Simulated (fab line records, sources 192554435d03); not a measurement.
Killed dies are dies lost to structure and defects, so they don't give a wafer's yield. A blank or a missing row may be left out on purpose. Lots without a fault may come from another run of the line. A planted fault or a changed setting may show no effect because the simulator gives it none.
fab line records | flow n5_finfet
record lots=9 wafers=25 last_day=20
route steps=1938 shown MOL_CONTACT_COAG@580 BEOL_M0_SAQP@634 BEOL_M4@1111 PASSIVATION@1936
lots that met no fault: from a run of the same line without faults
start_h: hours from the record's first day to the start of the lot's first wafer shown | wait_h: hours since the lot's step before | " the same as in the row above | L1.1+2: a row that stands for several wafers | - no value, or no start given | * or withheld: withheld | < > ~ a bound
route shown NAME@n: a module of which the file shows steps, and the number in the route of the first | usual: mean/standard deviation of fault-free wafers | same: alike in all rows | chamber/n: place in a boat | sites: the reading at each site | _std_site: their standard deviation | _edge_site: outer sites' mean less inner sites' | radius_mm: how far each site lies from the wafer's centre | mask NAME#n: copy n | behind: the tool/chamber that last shaped the wafer | hold: why the lot was held/for how many hours/how that ended | device: the transistor (n, p or np) that didn't switch | end of line: the same wafers' tests at the end of the route | a step without rows: its recipe alone | killed: dies lost to structure and defects at the first sort, not the wafer's yield | map: a wafer's dies, x killed, . not, _ none there
set.NAME: the setting as run; set.NAME@STEP: as run at that earlier step | model.NAME: the simulator's own value behind a step, which no gauge read
steps of the route over a sample of lots; a table a step, a row a wafer
services: from which hour (start_h, from the record's first day; less than 0 if before it) a tool's chamber was out of use, for how many hours, and why
## steps
# step N5_MOL_CONTACT_COAG_ETCHBACK_132
# recipe chemistry=CHF3 target=SiO2 target_depth_a=100 time_s=6.7 ion_energy_ev=200 pressure_mtorr=30 source_w=610 bias_w=170 Ar_flow_sccm=200 CHF3_flow_sccm=50
# usual CHF3_flow_sccm=50.02/0.16 bias_w=170.0/0.52 drypump_motor_current_A=5.6/0.44 oes_product_au=0.79/0.088 rf_fwd_power_W=602.1/2.6 rf_vpp_V=523/10 showerhead_plenum_p_Torr=2.40/0.09 throttle_valve_pct=18.65/0.18
# columns lot.wafer tool chamber start_h wait_h CHF3_flow_sccm bias_w drypump_motor_current_A oes_product_au rf_fwd_power_W rf_hours_counter_h rf_vpp_V showerhead_plenum_p_Torr throttle_valve_pct
L362.3 rie_diel-01 3 141.28 0.1 49.96 169.8 4.9 0.89 599.5 42 516 2.51 18.37
L362.4 " 1 " " 49.93 169.3 5.3 0.71 606.2 232 529 2.33 18.85
L362.5 " 1 " " 49.86 169.9 5.3 0.71 603.1 - 529 2.33 18.83
L365.1 rie_diel-04 3 157.27 0.1 49.91 169.6 5.8 0.76 601.9 149 522 2.40 18.65
L365.3 " 1 " " 49.78 169.7 6.4 0.70 605.0 227 506 2.44 18.93
L365.6 " 1 " " 49.71 170.2 6.4 0.70 606.4 - 506 2.44 18.91
L367.4 rie_diel-01 3 171.49 0.1 49.80 169.9 4.9 0.86 599.6 52 517 2.50 18.37
L368.3 rie_diel-01 3 186.27 0.1 50.17 170.3 4.9 0.85 602.2 56 518 2.50 18.37
L368.5 " 1 " " 49.95 170.5 5.3 0.70 603.2 - 529 2.33 18.85
L368.6 " 0 " " 49.98 170.4 4.9 0.73 601.6 - 534 2.37 18.84
L369.1 rie_diel-04 3 186.43 0.1 49.82 169.3 5.8 0.75 605.0 160 520 2.39 18.66
L369.2 " 2 " " 50.11 170.2 5.8 0.84 602.1 67 513 2.34 18.58
L369.5 " 0 " " 50.08 170.0 5.7 0.94 607.6 - 535 2.51 18.36
L375.1 rie_diel-04 3 215.31 0.1 50.07 170.0 5.8 0.73 600.8 173 519 2.39 18.69
L375.5 " 2 " " 50.31 168.9 5.7 0.82 605.3 - 512 2.33 18.61
L375.6 " 0 " " 49.96 169.7 5.7 0.92 610.1 - 534 2.50 18.38
L376.2 rie_diel-02 0 225.58 0.3 49.82 170.3 5.3 0.73 597.5 202 516 2.38 18.67
L376.3 " 2 " " 49.90 170.6 5.9 0.68 599.3 241 504 2.25 19.03
L376.5 " 0 " " 49.75 170.0 5.3 0.72 597.4 - 516 2.38 18.68
L377.1 rie_diel-01 1 236.72 0.1 50.28 169.7 5.3 0.96 606.4 4 529 2.32 18.45
L377.3 " 2 " " 50.11 169.8 6.4 0.84 606.1 65 538 2.53 18.65
L377.5 " 2 " " 49.87 170.2 6.4 0.84 602.6 - 538 2.53 18.64
L378.1 rie_diel-02 2 237.04 0.1 49.93 170.0 5.9 0.67 602.0 248 503 2.25 19.06
L378.2 " 0 " " 49.88 170.1 5.3 0.71 596.6 209 515 2.37 18.69
L378.3 " 1 " " 49.85 169.5 5.7 0.76 599.8 156 524 2.30 18.67
# step N5_MOL_CONTACT_COAG_ETCH_67
# recipe chemistry=N2/H2 target=SOC target_depth_a=600 overetch_a=210 mask_material=SiARC temp_c=40 time_s=101.2 ion_energy_ev=200 pressure_mtorr=30 source_w=840 bias_w=150 n2_flow_sccm=200 h2_flow_sccm=200
# usual bias_w=150.0/0.46 drypump_motor_current_A=5.6/0.47 h2_flow_sccm=200.0/0.58 oes_product_au=0.65/0.063 rf_fwd_power_W=834.2/2.7 rf_vpp_V=524.0/3 showerhead_plenum_p_Torr=2.55/0.11 throttle_valve_pct=17.81/0.2
# columns lot.wafer tool chamber start_h wait_h bias_w drypump_motor_current_A h2_flow_sccm oes_product_au rf_fwd_power_W rf_hours_counter_h rf_vpp_V showerhead_plenum_p_Torr throttle_valve_pct
L362.3 rie_diel-02 0 142.61 0.0 149.3 5.3 199.7 0.62 831.1 173 524.3 2.52 17.66
L362.4 " 2 " " 150.4 5.9 200.3 0.59 839.2 210 520.6 2.42 18.17
L362.5 " 0 " " 149.0 5.3 200.2 0.62 828.6 - 524.3 2.52 17.65
L365.1 rie_diel-02 0 158.68 0.0 149.7 5.3 200.6 0.61 833.0 179 522.2 2.52 17.67
L365.3 " 2 " " 150.1 5.9 199.6 0.58 835.1 216 519.7 2.41 18.17
L365.6 " 1 " " 149.8 5.7 199.2 0.66 836.3 - 520.4 2.45 17.70
L367.4 rie_diel-04 3 173.50 0.0 150.5 5.8 200.0 0.63 832.0 155 524.1 2.55 17.86
L368.3 rie_diel-02 1 187.77 0.0 149.4 5.7 200.7 0.65 831.3 135 520.6 2.45 17.73
L368.5 " 2 " " 149.7 5.9 199.5 0.58 834.7 - 521.1 2.41 18.18
L368.6 " 1 " " 149.8 5.6 200.6 0.65 834.0 - 521.0 2.45 17.73
L369.1 rie_diel-01 3 188.08 0.0 149.9 4.9 200.4 0.71 832.9 57 528.2 2.70 17.62
L369.2 " 1 " " 150.2 5.3 199.6 0.58 837.7 248 524.8 2.50 18.05
L369.5 " 2 " " 148.8 6.4 199.8 0.72 835.1 - 527.7 2.71 17.78
L375.1 rie_diel-04 0 216.60 0.0 150.0 5.7 199.8 0.75 835.1 33 529.6 2.71 17.72
L375.5 " 3 " " 150.7 5.8 201.5 0.61 834.0 - 524.3 2.54 17.90
L375.6 " 2 " " 150.0 5.7 198.3 0.69 833.8 - 521.6 2.47 17.50
L376.2 rie_diel-02 2 228.53 0.0 150.7 5.9 199.9 0.57 829.2 243 520.5 2.40 18.22
L376.3 " 1 " " 150.1 5.7 200.2 0.64 833.3 151 520.6 2.44 17.76
L376.5 " 0 " " 150.3 5.3 199.9 0.60 831.2 - 522.8 2.51 17.70
L377.1 rie_diel-02 1 238.30 0.0 150.7 5.7 201.0 0.64 827.8 157 520.2 2.44 17.76
L377.3 " 0 " " 149.8 5.3 200.1 0.60 830.0 209 522.3 2.51 17.72
L377.5 " 1 " " 150.2 5.6 199.1 0.63 832.6 - 521.2 2.44 17.76
L378.1 rie_diel-01 2 238.34 0.0 150.1 6.4 200.3 0.71 835.2 66 528.2 2.70 17.82
L378.2 " 1 " " 150.3 5.3 198.9 0.80 837.7 4 523.7 2.50 17.62
L378.3 " 3 " " 149.6 4.9 200.6 0.69 834.6 73 528.7 2.69 17.65
# step N5_MOL_CONTACT_COAG_STRIP_72
# recipe chemistry=N2/H2 power_w=450 temp_c=40 pressure_mtorr=20 rf_frequency_hz=6e+07 overash_fraction=3 bias_power_w=7 h2_frac=0.5 n2_flow_sccm=200 h2_flow_sccm=200
# usual bias_power_w=7.000/0.023 chamber_pressure_mTorr=20.00/0.045 drypump_motor_current_A=5.6/0.47 h2_flow_sccm=200.0/0.64 oes_product_au=0.78/0.082 rf_vpp_V=59.2/1.9 showerhead_plenum_p_Torr=2.54/0.11 throttle_valve_pct=23.65/0.22
# columns lot.wafer tool chamber start_h wait_h bias_power_w chamber_pressure_mTorr drypump_motor_current_A h2_flow_sccm oes_product_au rf_hours_counter_h rf_vpp_V showerhead_plenum_p_Torr throttle_valve_pct
L362.3 rie_diel-02 0 142.85 0.0 7.004 20.03 5.3 198.5 0.74 173 58.5 2.52 23.50
L362.4 " 2 " " 6.998 20.02 5.9 200.6 0.70 210 58.3 2.41 23.94
L362.5 " 0 " " 6.973 19.96 5.3 199.3 0.73 - 56.4 2.52 23.47
L365.1 rie_diel-02 0 158.92 0.0 6.979 20.04 5.3 200.5 0.73 179 58.7 2.52 23.45
L365.3 " 2 " " 6.998 19.95 6.0 200.4 0.70 216 55.3 2.41 23.98
L365.6 " 1 " " 7.016 19.93 5.6 199.6 0.78 - 59.1 2.45 23.59
L367.4 rie_diel-04 3 173.75 0.0 - - - - - - - - -
L368.3 rie_diel-02 1 188.02 0.0 - - - - - - - - -
L368.5 " 2 " " - - - - - - - - -
L368.6 " 1 " " - - - - - - - - -
L369.1 rie_diel-01 3 188.32 0.0 7.002 20.03 4.9 199.9 0.87 57 59.3 2.70 23.55
L369.2 " 1 " " 6.986 19.98 5.3 200.5 0.70 248 58.0 2.49 23.80
L369.5 " 2 " " 7.000 20.00 6.4 199.6 0.88 - 62.9 2.70 23.75
L375.1 rie_diel-04 0 216.85 0.0 7.025 20.00 5.7 199.4 0.89 33 56.5 2.71 23.66
L375.5 " 3 " " 6.994 19.94 5.8 200.5 0.71 - 55.4 2.54 23.83
L375.6 " 2 " " 7.030 20.05 5.7 200.0 0.81 - 58.5 2.46 23.06
L376.2 rie_diel-02 2 228.78 0.0 7.003 19.89 5.9 199.7 0.68 243 59.7 2.40 24.04
L376.3 " 1 " " 7.023 19.97 5.7 199.5 0.76 152 59.4 2.43 23.65
L376.5 " 0 " " 7.002 20.04 5.3 201.0 0.72 - 57.6 2.51 23.52
L377.1 rie_diel-02 1 238.55 0.0 6.992 19.96 5.7 198.9 0.77 157 58.7 2.43 23.63
L377.3 " 0 " " 6.995 19.96 5.3 199.8 0.71 209 58.9 2.51 23.55
L377.5 " 1 " " 7.003 19.88 5.7 199.3 0.76 - 58.8 2.43 23.68
L378.1 rie_diel-01 2 238.59 0.0 7.027 19.99 6.4 200.8 0.85 66 61.0 2.70 23.83
L378.2 " 1 " " 6.982 20.08 5.2 199.7 0.94 4 60.2 2.49 23.47
L378.3 " 3 " " 7.016 20.02 4.9 199.8 0.84 73 60.5 2.69 23.58
# step N5_BEOL_M0_SAQP_HM_DEP_02
# recipe material=TiN target_thk_a=120 temp_c=25 chamber_pressure_pa=0.49996
# usual throttle_valve_pct=30.1/1
# columns lot.wafer tool chamber start_h wait_h throttle_valve_pct
L362.3 pvd_sputter-03 - 149.62 2.0 29.6
L362.4 " - " " 30.5
L362.5 " - " " 29.3
L365.1 pvd_sputter-02 - 164.70 0.5 29.6
L365.3 " - " " 29.5
L365.6 " - " " 29.4
L369.1 pvd_sputter-02 - 196.12 0.7 27.9
L369.2 " - " " 29.5
L369.5 " - " " 28.1
L375.1 pvd_sputter-03 - 222.21 0.9 29.3
L375.5 " - " " 29.6
L375.6 " - " " 31.6
L376.2 pvd_sputter-03 - 233.58 0.4 30.3
L376.3 " - " " 29.5
L376.5 " - " " 31.4
L377.1 pvd_sputter-03 - 243.67 0.7 30.3
L377.3 " - " " 31.4
L377.5 " - " " 30.9
L378.1 pvd_sputter-02 - 247.55 1.6 28.5
L378.2 " - " " 29.4
L378.3 " - " " 30.1
# step N5_BEOL_M4_RC_MEAS_101
# usual DIBL_N=36.7/1.8 DIBL_P=37.0/2.4 IOFF_N=0.17/0.036 IOFF_P=0.22/0.042 ION_N=673/12 ION_P=462/8.5 SS_N=71.7/0.62 SS_P=73.4/0.65 VT_N=250/3.7 VT_P=-250/3.7
# columns lot.wafer tool chamber start_h wait_h DIBL_N[mV/V] DIBL_P[mV/V] IOFF_N[nA/um] IOFF_P[nA/um] ION_N[uA/um] ION_P[uA/um] SS_N[mV/dec] SS_P[mV/dec] VT_N[mV] VT_P[mV]
L362.3 prober-02 0 224.45 0.3 36.2 37.7 0.16 0.22 675 471 71.6 73.5 249 -246
L362.4 " 0 " " 33.3 33.2 0.12 0.17 663 460 71.1 72.6 254 -251
L362.5 " 0 " " 37.4 38.6 0.18 0.25 677 468 72.3 73.3 248 -248
L365.1 prober-01 0 239.43 0.0 36.1 37.0 0.14 0.20 658 454 70.6 73.7 254 -250
L365.3 " 0 " " 34.9 35.6 0.12 0.18 649 449 71.2 73.3 256 -251
L365.6 " 0 " " 35.9 35.9 0.13 0.19 659 455 71.2 73.3 251 -254
L369.1 prober-01 0 280.22 0.0 36.7 38.6 0.16 0.23 667 458 71.5 74.3 250 -251
L369.2 " 0 " " 35.1 35.9 0.14 0.18 662 453 72.0 74.2 252 -257
L369.5 " 0 " " 37.1 38.7 0.19 0.23 691 466 71.7 74.5 245 -253
L375.1 prober-01 0 300.55 0.0 35.7 34.9 0.15 0.19 678 461 71.4 73.1 251 -249
L375.5 " 0 " " 36.7 36.2 0.17 0.22 686 464 71.0 73.8 250 -249
L375.6 " 0 " " 32.1 30.0 0.10 0.14 662 456 70.7 72.4 256 -255
L376.2 prober-02 0 302.50 0.2 38.1 36.4 0.17 0.25 687 471 71.4 73.9 247 -248
L376.3 " 0 " " 39.6 38.4 0.20 0.29 671 462 72.5 73.2 250 -247
L376.5 " 0 " " 37.0 35.7 0.15 0.23 683 470 70.7 73.3 249 -248
L377.1 prober-02 0 330.73 0.0 37.6 38.4 0.18 0.24 684 467 72.0 72.7 248 -250
L377.3 " 0 " " 36.9 37.5 0.16 0.22 671 460 71.8 73.1 249 -254
L377.5 " 0 " " 36.6 37.7 0.16 0.23 676 469 71.8 73.9 249 -251
L378.1 prober-01 0 355.73 0.0 36.6 36.4 0.15 0.19 669 454 71.8 72.8 251 -252
L378.2 " 0 " " 36.8 35.9 0.16 0.20 682 464 71.9 73.6 248 -253
L378.3 " 0 " " 35.9 35.0 0.14 0.18 670 455 71.6 73.4 251 -254
# step N5_PASSIVATION_PROBE_49
# usual defect_limited_yield=91.1/1.4 killed_at_M0_to_M3=32/9.3 killed_at_M4_up=13/5.8 killed_at_contacts=12/6.3 killed_at_front_end=44/12 killed_at_other=3.6/2.7 killed_dies=104/17 killed_on_rim=14/3.9 killed_open=69/13 killed_short=34/6.9 sort_bin_5_function=5.2/0.98 sort_bin_6_memory=3.3/0.59 sort_n_pass=1075/17 sort_yield_pct=91.1/1.4
# same gross_dies=1180 killed_at_back_side=0 sort_bin_4_leakage[%]=0 sort_bin_8_speed[%]=0
# columns lot.wafer tool chamber start_h wait_h defect_limited_yield[%] killed_at_M0_to_M3 killed_at_M4_up killed_at_contacts killed_at_front_end killed_at_other killed_dies killed_on_rim killed_open killed_short sort_bin_5_function[%] sort_bin_6_memory[%] sort_n_pass sort_yield_pct[%]
L367.4 prober-02 - 360.95 0.2 0 29 17 1094 39 1 1180 152 58 35 97.0 2.8 0 0
L368.3 prober-01 - 375.41 0.1 0 25 14 1055 82 4 1180 152 101 44 95.3 4.7 0 0
L368.5 prober-01 - 375.51 0.2 0 33 10 1094 38 5 1180 152 56 39 96.8 3.0 0 0
L368.6 prober-01 - 375.56 0.3 0 30 16 1083 48 3 1180 152 80 36 96.0 4.0 0 0
# killed by level:class
L367.4 MOL_CONTACT_COAG:area_cvd=1086 FIN_SAQP:geometric_particle:short=14 FIN_SAQP:geometric_particle:open=10 BEOL_M4:geometric_particle:open=10 BEOL_M0_SAQP:geometric_particle:open=8 STI_FIN_REVEAL:geometric_particle:open=7 MOL_CONTACT_COAG:geometric_particle:open=6 BEOL_M2:geometric_particle:open=6
L368.3 MOL_CONTACT_COAG:area_cvd=1035 STI_FIN_REVEAL:geometric_particle:open=25 MOL_CONTACT_COAG:geometric_particle:open=15 BEOL_M3:geometric_particle:open=13 FIN_SAQP:geometric_particle:short=9 ILD0:geometric_particle:open=9 FIN_SAQP:geometric_particle:open=8 DUMMY_GATE:geometric_particle:open=6
L368.5 MOL_CONTACT_COAG:area_cvd=1084 BEOL_M0_SAQP:geometric_particle:short=10 MOL_CONTACT_COAG:geometric_particle:open=9 FIN_SAQP:geometric_particle:short=8 BEOL_M2:geometric_particle:open=8 STI_FIN_REVEAL:geometric_particle:open=6 BEOL_M3:geometric_particle:open=5 BEOL_M4:geometric_particle:open=5
L368.6 MOL_CONTACT_COAG:area_cvd=1064 MOL_CONTACT_COAG:geometric_particle:open=16 FIN_SAQP:geometric_particle:open=13 FIN_SAQP:geometric_particle:short=9 BEOL_M2:geometric_particle:open=8 BEOL_M4:geometric_particle:open=8 STI_FIN_REVEAL:geometric_particle:open=4 DUMMY_GATE:geometric_particle:open=4
## services
# columns tool chamber start_h hours kind
rie_diel-04 2 158.20 4.0 repair
rie_diel-04 1 175.91 66.9 repair
rie_diel-01 1 192.52 - clean
rie_diel-01 1 192.52 - consumable_replace:focus_ring
rie_diel-01 - 218.42 14.6 pm
rie_diel-02 3 223.86 - clean
rie_diel-02 3 223.86 - consumable_replace:focus_ring
rie_diel-02 2 244.49 - clean
rie_diel-02 2 244.49 - consumable_replace:focus_ring
rie_diel-02 2 244.49 - consumable_replace:showerhead
rie_diel-02 2 244.49 30.8 scheduled_down
rie_diel-02 2 244.49 30.8 vent_cycle
## key
first_sign step=N5_MOL_CONTACT_COAG_STRIP_72 reading=tool_record direction=missing
effect step=N5_PASSIVATION_PROBE_49 reading=killed_at_contacts direction=up sigmas=99+ usual=12 struck=1082
more_kills_born_at N5_MOL_CONTACT_COAG_CVD_140@cvd_w-01=3183 N5_MOL_CONTACT_COAG_CVD_140@cvd_w-02=1086
met_at N5_MOL_CONTACT_COAG_STRIP_72
struck_lots L367,L368
later_rows_left_out L367.4,L368.3,L368.5,L368.6
not_acting_at N5_MOL_CONTACT_COAG_ETCHBACK_132,N5_MOL_CONTACT_COAG_ETCH_67,N5_BEOL_M0_SAQP_HM_DEP_02
onset_between 158.92 173.75
fault kind=skipped_step_whole tool=rie_diel-02,rie_diel-04 chamber=- onset_h=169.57 steps=N5_MOL_CONTACT_COAG_STRIP_72 scope=struck_lots_only
# later_rows_left_out: the simulator's readings of these wafers behind a module that went badly wrong aren't trusted and aren't shown, but for the sort
